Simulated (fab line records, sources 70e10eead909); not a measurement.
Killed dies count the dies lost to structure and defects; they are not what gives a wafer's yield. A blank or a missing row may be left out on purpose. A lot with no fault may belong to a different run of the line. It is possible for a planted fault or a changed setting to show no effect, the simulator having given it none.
Which tool was responsible? ; flow nandHarc ; 11 lots with 33 wafers sampled at 6 steps, on a route of 1302 steps

WHAT THE GAUGES READ, wafer by wafer
NHARC_END_SORT_01.
lot;measured;on;defectLimitedYield (%)
L630;day 29 08:59;prober-01;85.2

TOOL THAT RAN EACH LOT (tool first, then ch and the chambers of the sampled wafers, then the start)
lot;NHARC_P_M1_DESCUM_14;NHARC_P_M1_ETCH_28;NHARC_P_M1_ECD_22;NHARC_P_M1_CMP_23;NHARC_P_M1_DEP_33
L620;rieDiel-11 ch 1,3, day 7 11:41;rieDiel-01 ch 0,2,3, day 7 13:05 or earlier;ecdCu-01 ch 0,1, day 7 13:05;cmp-01 ch 1,2,3, day 7 13:49;pecvd-01 ch 1,2, day 7 14:26
L621;rieDiel-01 ch 1,2, day 7 16:55;rieDiel-01 ch 0,2,3, day 7 18:22 or earlier;ecdCu-02 ch 0,1, day 7 18:22;cmp-03 ch 0,2, day 7 19:04;pecvd-01 ch 0,1, day 7 19:40
L624;rieDiel-11 ch 0,3, day 8 22:50;rieDiel-01 ch 1,2,3, day 9 00:21 or earlier;ecdCu-02 ch 0,1, day 9 00:21;cmp-03 ch 1,2,3, day 9 00:59;pecvd-02 ch 0,1,2, day 9 01:38
L629;rieDiel-05 ch 2,3, day 11 00:46;rieDiel-05 ch 0,2,3, day 11 02:11 or earlier;ecdCu-01 ch 0,1, day 11 02:11;cmp-03 ch 0,1,2, day 11 02:58;pecvd-01 ch 0,1,2, day 11 03:32
L630;rieDiel-01 ch 0,1, day 11 05:08;rieDiel-11 ch 0,1,2, day 11 06:38 or earlier;ecdCu-01 ch 1, day 11 06:38;cmp-01 ch 0,3, day 11 07:22;pecvd-04 ch 1,2, day 11 08:02
L632;rieDiel-11 ch 0,1,3, day 12 07:08;rieDiel-01 ch 1,2, day 12 08:35 or earlier;ecdCu-02 ch 0,1, day 12 08:35;cmp-02 ch 1,2,3, day 12 09:19;pecvd-02 ch 0,2, day 12 09:58
L637;rieDiel-01 ch 0,1,3, day 14 09:32;rieDiel-01 ch 0,2,3, day 14 11:07 or earlier;ecdCu-02 ch 0,1, day 14 11:07;cmp-01 ch 1,2, day 14 11:43;pecvd-04 ch 0,1,2, day 14 12:27
L638;rieDiel-01 ch 1,2,3, day 14 16:05;rieDiel-01 ch 0,1,2, day 14 17:26 or earlier;ecdCu-02 ch 0,1, day 14 17:26;cmp-01 ch 0,2, day 14 18:10;pecvd-04 ch 0,1, day 14 18:53
L639;rieDiel-11 ch 0,2,3, day 15 07:19;rieDiel-11 ch 1,2,3, day 15 08:44 or earlier;ecdCu-02 ch 0,1, day 15 08:44;cmp-03 ch 1,2,3, day 15 09:27;pecvd-01 ch 1,2, day 15 10:05
L640;rieDiel-01 ch 0,1, day 15 09:43;rieDiel-11 ch 1,3, day 15 11:08 or earlier;ecdCu-01 ch 0,1, day 15 11:08;cmp-02 ch 0,1,2, day 15 11:52;pecvd-02 ch 0,2, day 15 13:05
L641;rieDiel-01 ch 0,2, day 15 18:16;rieDiel-05 ch 1,2, day 15 19:41 or earlier;ecdCu-01 ch 0,1, day 15 19:41;cmp-01 ch 1,3, day 15 20:23;pecvd-02 ch 0,2, day 15 21:02
- NHARC_P_M1_DESCUM_14: chemistry O2, time 3 s.
- NHARC_P_M1_ETCH_28: etches the open film in CF4/N2, target depth 30 nm, time 72.99 s.
- NHARC_P_M1_ECD_22: material Cu, target thk 400 nm.
- NHARC_P_M1_CMP_23: polishes, t overpolish 20 s, target thk 157.82 nm.
- NHARC_P_M1_DEP_33: deposits SiCN, target thk 30 nm.

THE ANSWER, worked out from the rows above alone
Rule: usual is defined by the lots themselves. Put in order of their means at a reading, lots are off if they are a third of the lots or fewer, leave a main group of 4 or more, and stand apart from it by a gap of 3 or more times the standard deviation of the main group's means; of several such gaps the widest counts. Not used: any main group whose means are identical at the precision the tables above print for the reading. A lot without any number at a reading at which 4 lots or more have one is off too. Any other lot the step has rows for is counted as sound.
Across all readings shown, no lot is off: no conclusion can be drawn from this.

WHAT HAD BEEN PUT IN BY THE SIMULATOR
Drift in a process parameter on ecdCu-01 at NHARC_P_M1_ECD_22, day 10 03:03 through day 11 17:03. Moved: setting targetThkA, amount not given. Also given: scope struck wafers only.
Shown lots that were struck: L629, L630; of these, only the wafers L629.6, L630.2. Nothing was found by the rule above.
